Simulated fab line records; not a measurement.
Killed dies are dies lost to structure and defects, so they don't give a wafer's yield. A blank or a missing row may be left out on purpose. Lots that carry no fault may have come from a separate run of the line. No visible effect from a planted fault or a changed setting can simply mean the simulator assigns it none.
Split-lot experiment | flow n5_finfet | 21 wafers read from 7 lots, route of 1938 steps

== ON THE SPLIT ==
At N5_BEOL_M5_COAT_74 (time 60 s, resist thk 5 nm), the setting spin_rpm was moved away from the recipe's 1500 rpm on 7 of the 21 wafers read, by -8.7% to +9.7%. This setting was run at the recipe's value on the other wafers.

== FROM THE SPLIT TO THE READING: what the file shows between them, 4 steps ==
- N5_BEOL_M5_COAT_22: resist thk 30 nm (also split here: spin_rpm)
- N5_BEOL_M5_EBR_24
- N5_BEOL_M5_SOFTBAKE_23: time 60 s
- N5_BEOL_M5_DESCUM_33: chemistry O2, time 7 s

== THE READING ==
etch.depth_nm (the simulator's own value, which no gauge read), in nm, at N5_BEOL_M5_ETCH_75 (etches underlayer in N2/H2, target depth 6.5 nm, time 5.2 s). There is no usual value for it anywhere in the file. Across the 14 wafers here that went through the recipe, the average is 4.988 nm and the standard deviation 0.013 nm.

wafer  | tool, chamber at the split | spin_rpm as run, rpm | against the recipe | etch.depth_nm, nm | against lot-mates on the recipe
L080.1 | litho_track-04, 0          | 1500                 | recipe             | 4.973             | -
L080.2 | litho_track-04, 0          | 1500                 | recipe             | 4.986             | -
L080.5 | litho_track-04, 0          | 1500                 | recipe             | 4.999             | -
L081.3 | litho_track-03, 0          | 1500                 | recipe             | 4.995             | -
L081.4 | litho_track-03, 0          | 1500                 | recipe             | 5.005             | -
L081.6 | litho_track-03, 0          | 1645                 | +9.7%              | 4.794             | -0.206
L084.1 | litho_track-01, 0          | 1369                 | -8.7%              | 5.218             | +0.210
L084.4 | litho_track-01, 0          | 1500                 | recipe             | 5.008             | -
L084.5 | litho_track-01, 0          | 1369                 | -8.7%              | 5.225             | +0.217
L088.1 | litho_track-01, 0          | 1545                 | +3.0%              | 4.893             | -0.094
L088.2 | litho_track-01, 0          | 1545                 | +3.0%              | 4.91              | -0.077
L088.3 | litho_track-01, 0          | 1500                 | recipe             | 4.987             | -
L091.1 | litho_track-01, 0          | 1500                 | recipe             | 4.972             | -
L091.5 | litho_track-01, 0          | 1500                 | recipe             | 4.979             | -
L091.6 | litho_track-01, 0          | 1500                 | recipe             | 4.962             | -
L093.1 | litho_track-03, 0          | 1500                 | recipe             | 5.001             | -
L093.2 | litho_track-03, 0          | 1500                 | recipe             | 4.993             | -
L093.5 | litho_track-03, 0          | 1427                 | -4.9%              | 5.127             | +0.130
L095.3 | litho_track-03, 0          | 1568                 | +4.5%              | 4.88              | -0.108
L095.4 | litho_track-03, 0          | 1500                 | recipe             | 4.998             | -
L095.6 | litho_track-03, 0          | 1500                 | recipe             | 4.978             | -

THE FIT
A straight line over all 21 wafers: etch.depth_nm changes by -0.0248 nm for each +1% of spin_rpm; r = -0.99; the points scatter about the line by 0.017 nm.
The same after taking each lot's own level away (the mean of its wafers on the recipe; 21 wafers): -0.0239 nm for each +1%; r = -0.99; scatter 0.011 nm.
That fit puts the effect of the largest move of spin_rpm on the reading at 0.23 nm.
From 4.9710 to 5.0080 nm: that is the span of the lots' own levels, equal to 2.8 times the standard deviation above.
The two slopes agree, so the slope changes little with the lot-to-lot level.
Check: -0.243 nm against its lot-mates is what the line predicts for one of the wafers moved furthest among these (+9.7%) when that wafer is left out of the fit. Against them it came out at -0.206 nm.

== OTHER SPLITS ON THESE WAFERS ==
Before the reading, these wafers also passed through other splits. Each is held against what the fit with the lots' levels taken away leaves over:
other split on the same wafers | wafers away from the commonest value | r with etch.depth_nm (lot level and that fit taken away)
N5_BEOL_M0_ETCH_138 source_w   | 9                                    | +0.11
N5_BEOL_M2_DESCUM_16 time_s    | 3                                    | -0.11
N5_BEOL_M3_ILD_DEP_00 time_s   | 6                                    | -0.26
N5_BEOL_M5_COAT_22 spin_rpm    | 7                                    | -0.34

== FILE'S OWN FIT ==
etch.depth_nm changes by -0.0235 nm for each +1% of spin_rpm, r = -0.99.
